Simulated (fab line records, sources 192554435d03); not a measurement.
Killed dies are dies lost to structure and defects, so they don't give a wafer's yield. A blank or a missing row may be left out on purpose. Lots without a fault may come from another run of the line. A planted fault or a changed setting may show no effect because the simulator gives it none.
Which tool did it? | flow n5_finfet | 10 lots, 30 wafers sampled, at 5 steps of a route of 1938

WHAT THE GAUGES READ, wafer by wafer
N5_WELL_APT_OVL_MEAS_09. Usual: NWELL_OVL -3 nm, standard deviation 4.7.
lot  | measured    | on         | NWELL_OVL (nm) | flag
L319 | day 2 19:50 | overlay-02 | -6 -2 -8       |
L322 | day 3 13:45 | overlay-02 | 2 3 6          |
L323 | day 3 19:45 | overlay-01 | -2 -5 -9       |
L324 | day 4 01:35 | overlay-02 | -8 -6 -5       |
L328 | day 5 01:55 | overlay-01 | -9 -4 -3       |
L331 | day 5 19:46 | overlay-02 | -2 -1 -1       |
L332 | day 6 01:55 | overlay-01 | 0 -4 -7        |
L334 | day 6 13:43 | overlay-02 | -1 0 -1        |
L335 | day 6 19:47 | overlay-02 | -1 -7 -8       |
L337 | day 7 07:58 | overlay-01 | -5 -8 -12      |

N5_PMOS_HMC_CHANNEL_EPI_INSPECT_11: inspects for defects (macro). Usual: raw_defect_count 2.2, standard deviation 1.5.
lot  | measured    | on                | raw_defect_count | flag
L319 | day 2 23:24 | defect_inspect-01 | 2 2 5            |
L322 | day 3 17:07 | defect_inspect-01 | 3 4 1            |
L323 | day 3 23:25 | defect_inspect-02 | 0 0 1            |
L324 | day 4 05:20 | defect_inspect-01 | 1 7 0            |
L328 | day 5 05:38 | defect_inspect-02 | 1 3 1            |
L331 | day 5 23:12 | defect_inspect-02 | 1 3 5            |
L332 | day 6 05:49 | defect_inspect-01 | 2 3 1            |
L334 | day 6 17:32 | defect_inspect-01 | 7 1 2            |
L335 | day 6 23:21 | defect_inspect-02 | 4 3 3            |
L337 | day 7 11:25 | defect_inspect-02 | 2 2 3            |

N5_BEOL_M4_RC_MEAS_101. Usual: DIBL_N 36.4 mV/V, standard deviation 1.5; DIBL_P 36.4 mV/V, standard deviation 1.6; IOFF_N 0.164 nA/um, standard deviation 0.025; IOFF_P 0.214 nA/um, standard deviation 0.028; IOFF_P_85C 3.7 nA/um, standard deviation 0.41; IOFF_P_LIN 0.101 nA/um, standard deviation 0.011; IOFF_P_LONG 0.000104 nA/um, standard deviation 7.3e-06; ION_N 675 uA/um, standard deviation 9.9; ION_P 463 uA/um, standard deviation 6.5; RS_NWELL 1037 ohm/sq, standard deviation 6.9; SS_N 71.5 mV/dec, standard deviation 0.5; SS_P 73.3 mV/dec, standard deviation 0.56; VT_N 249.2 mV, standard deviation 2.7; VT_P -250.1 mV, standard deviation 2.8.
lot  | measured     | on        | DIBL_N (mV/V)  | DIBL_P (mV/V)  | IOFF_N (nA/um)    | IOFF_P (nA/um)    | IOFF_P_85C (nA/um) | IOFF_P_LIN (nA/um) | IOFF_P_LONG (nA/um)        | ION_N (uA/um) | ION_P (uA/um) | RS_NWELL (ohm/sq) | SS_N (mV/dec)  | SS_P (mV/dec)  | VT_N (mV)         | VT_P (mV)            | flag
L319 | day 9 03:50  | prober-01 | 36.7 38.0 37.8 | 33.8 35.8 35.7 | 0.152 0.176 0.173 | 0.187 0.214 0.210 | 3.3 3.7 3.7        | 0.091 0.100 0.101  | 0.000113 0.00011 0.000109  | 670 691 678   | 459 470 457   | 1042 1038 1038    | 71.3 71.4 72.0 | 72.3 74.1 73.6 | 250.7 247.4 246.8 | -252.1 -250.6 -251.4 |
L322 | day 9 21:47  | prober-01 | 35.3 35.9 35.8 | 38.5 37.9 37.8 | 0.150 0.158 0.153 | 1.099 1.159 1.135 | 19.5 20.8 20.2     | 0.541 0.566 0.548  | 1.0924 1.1669 1.1352       | 665 671 669   | 468 469 462   | - - -             | 71.6 71.8 71.8 | 73.5 74.0 73.8 | 251.1 251.9 252.0 | -244.9 -246.6 -245.0 | OFF
L323 | day 10 00:44 | prober-01 | 38.2 38.7 38.6 | 35.8 36.1 36.6 | 0.172 0.184 0.187 | 1.270 1.253 1.326 | 21.9 21.3 22.7     | 0.609 0.590 0.634  | 1.3189 1.2721 1.355        | 674 681 675   | 459 470 465   | - - -             | 72.2 72.0 71.8 | 73.0 73.4 73.6 | 249.4 246.6 245.5 | -249.3 -247.6 -248.3 | OFF
L324 | day 10 03:02 | prober-01 | 36.6 36.8 37.5 | 35.7 35.6 36.3 | 0.166 0.178 0.184 | 1.204 1.124 1.150 | 20.3 19.0 19.5     | 0.560 0.526 0.532  | 1.2298 1.1362 1.1653       | 669 674 681   | 464 465 456   | - - -             | 70.9 71.5 72.0 | 73.8 73.2 73.2 | 247.2 247.5 246.3 | -249.2 -249.1 -250.4 | OFF
L328 | day 11 03:19 | prober-01 | 37.4 37.2 37.9 | 38.4 38.6 38.8 | 0.186 0.181 0.203 | 0.244 0.239 0.244 | 4.0 4.0 4.1        | 0.111 0.111 0.111  | 0.000113 0.000113 0.000108 | 676 677 679   | 466 464 458   | 1040 1043 1032    | 71.7 71.7 72.0 | 73.3 73.4 73.5 | 248.0 249.7 248.6 | -251.3 -250.6 -246.8 |
L331 | day 12 08:25 | prober-01 | 37.9 36.9 38.5 | 38.7 37.5 39.4 | 0.222 0.207 0.247 | 0.244 0.225 0.256 | 4.2 3.9 4.4        | 0.110 0.105 0.115  | 9.9e-05 0.0001 9.8e-05     | 696 697 703   | 468 468 469   | 1035 1041 1033    | 72.3 71.7 71.3 | 73.6 74.4 74.2 | 246.7 245.8 242.5 | -248.5 -249.9 -246.1 |
L332 | day 12 12:46 | prober-02 | 36.6 37.7 36.6 | 36.1 37.9 36.4 | 0.169 0.189 0.160 | 0.222 0.250 0.222 | 3.8 4.2 3.8        | 0.103 0.113 0.102  | 0.000105 0.000108 0.000107 | 680 681 669   | 464 469 469   | 1045 1038 1046    | 72.2 71.9 72.1 | 74.0 73.8 74.0 | 246.4 244.4 248.8 | -247.6 -248.1 -249.1 |
L334 | day 13 00:23 | prober-01 | 37.0 36.1 36.7 | 37.4 36.9 37.4 | 0.161 0.150 0.152 | 0.218 0.207 0.208 | 3.8 3.6 3.6        | 0.100 0.095 0.096  | 0.000101 0.0001 0.000104   | 674 677 669   | 463 464 464   | 1028 1025 1032    | 71.5 72.0 71.9 | 73.1 72.8 73.1 | 247.9 247.4 248.8 | -252.6 -249.7 -250.3 |
L335 | day 13 03:38 | prober-02 | 35.1 34.7 35.5 | 34.9 34.4 35.5 | 0.159 0.146 0.157 | 0.175 0.169 0.187 | 3.1 3.0 3.3        | 0.090 0.086 0.094  | 9.9e-05 0.000102 0.000103  | 681 674 667   | 458 457 455   | 1043 1040 1036    | 71.7 71.1 71.8 | 73.1 73.1 72.9 | 250.2 249.3 249.2 | -254.8 -252.5 -254.0 |
L337 | day 13 15:23 | prober-02 | 37.4 36.6 37.8 | 37.1 36.1 36.8 | 0.184 0.164 0.174 | 0.225 0.212 0.218 | 4.0 3.7 3.8        | 0.108 0.099 0.103  | 0.000105 0.000104 0.000104 | 675 674 678   | 464 457 459   | 1022 1031 1039    | 71.4 71.6 71.2 | 73.8 73.7 74.1 | 246.9 251.0 249.6 | -250.5 -251.4 -249.9 |

WHICH TOOL RAN EACH LOT (tool, then ch and the chambers of the sampled wafers, then the start)
lot  | N5_WELL_APT_IMPLANT_14         | N5_WELL_APT_RTA_34
L319 | implanter-02 ch 0, day 2 20:13 | rtp_anneal-02 ch 0, day 2 22:01
L322 | implanter-01, day 3 13:56      | rtp_anneal-01 ch 0, day 3 15:44
L323 | implanter-01, day 3 19:54      | rtp_anneal-02 ch 0, day 3 21:47
L324 | implanter-02, day 4 01:58      | rtp_anneal-01 ch 0, day 4 03:53
L328 | implanter-02 ch 0, day 5 02:19 | rtp_anneal-01 ch 0, day 5 04:15
L331 | implanter-01 ch 0, day 5 19:58 | rtp_anneal-01 ch 0, day 5 21:52
L332 | implanter-02 ch 0, day 6 02:26 | rtp_anneal-01 ch 0, day 6 04:25
L334 | implanter-02 ch 0, day 6 14:10 | rtp_anneal-02 ch 0, day 6 15:58
L335 | implanter-01 ch 0, day 6 19:58 | rtp_anneal-01 ch 0, day 6 22:00
L337 | implanter-01 ch 0, day 7 08:11 | rtp_anneal-02 ch 0, day 7 10:05
- N5_WELL_APT_IMPLANT_14
- N5_WELL_APT_RTA_34: time 10 s.

WHAT THE TOOLS THEMSELVES READ (means of the sampled wafers that have a number; where no wafer has one, the mark that the record gives instead)
N5_WELL_APT_IMPLANT_14. Usual: beam_energy_keV 160.00, standard deviation 0.051; beam_on_s 9.97 s, standard deviation 0.2; tilt_deg -0.003 degrees, standard deviation 0.018.
lot  | tool         | beam_energy_keV | beam_on_s (s) | tilt_deg (degrees) | flag
L319 | implanter-02 | 160.07          | 9.73          | -0.009             |
L322 | implanter-01 | -               | -             | -                  | OFF
L323 | implanter-01 | -               | -             | -                  | OFF
L324 | implanter-02 | -               | -             | -                  | OFF
L328 | implanter-02 | 159.94          | 9.93          | 0.002              |
L331 | implanter-01 | 160.04          | 9.96          | -0.011             |
L332 | implanter-02 | 160.07          | 9.96          | -0.010             |
L334 | implanter-02 | 159.97          | 9.89          | -0.006             |
L335 | implanter-01 | 159.98          | 10.00         | 0.019              |
L337 | implanter-01 | 160.01          | 10.20         | 0.006              |

N5_WELL_APT_RTA_34. Usual: lamp_power_pct 13.00 %, standard deviation 0.061; wafer_temp_C_max 1003.7, standard deviation 1.
lot  | tool          | lamp_power_pct (%) | wafer_temp_C_max | flag
L319 | rtp_anneal-02 | 12.98              | 1003.8           |
L322 | rtp_anneal-01 | 13.05              | 1004.1           |
L323 | rtp_anneal-02 | 12.98              | 1002.7           |
L324 | rtp_anneal-01 | 13.00              | 1003.6           |
L328 | rtp_anneal-01 | 13.04              | 1003.9           |
L331 | rtp_anneal-01 | 12.96              | 1004.1           |
L332 | rtp_anneal-01 | 13.03              | 1003.2           |
L334 | rtp_anneal-02 | 12.97              | 1003.3           |
L335 | rtp_anneal-01 | 12.99              | 1004.2           |
L337 | rtp_anneal-02 | 13.01              | 1003.8           |

THE ANSWER, worked out from the rows above alone
Rule: a lot is off if the mean of its wafers that have a number lies more than 3 standard deviations from the usual mean. A lot without any number at a reading at which 4 lots or more have one is off too. The other lots that the step has rows for count as sound. The gauges are gone through in route order, then the tools' own readings, and for those a lot's mean is taken as printed above. The first step at which some lot is off is used, and at that step the reading that is off furthest; a lot without a number counts as furthest.
Off: L322, L323, L324, at N5_BEOL_M4_RC_MEAS_101 (RS_NWELL). Without a number there: L322, L323, L324.
A tool fits if, at a process step before that reading, it ran every lot that is off, and no sound lot after the first of them. The gauges at N5_BEOL_M4_RC_MEAS_101 aren't tried: what is off there is off at N5_WELL_APT_IMPLANT_14 too, on other tools, and a gauge's error can't cause that. None of those tried fits.

WHAT THE SIMULATOR HAD PUT IN
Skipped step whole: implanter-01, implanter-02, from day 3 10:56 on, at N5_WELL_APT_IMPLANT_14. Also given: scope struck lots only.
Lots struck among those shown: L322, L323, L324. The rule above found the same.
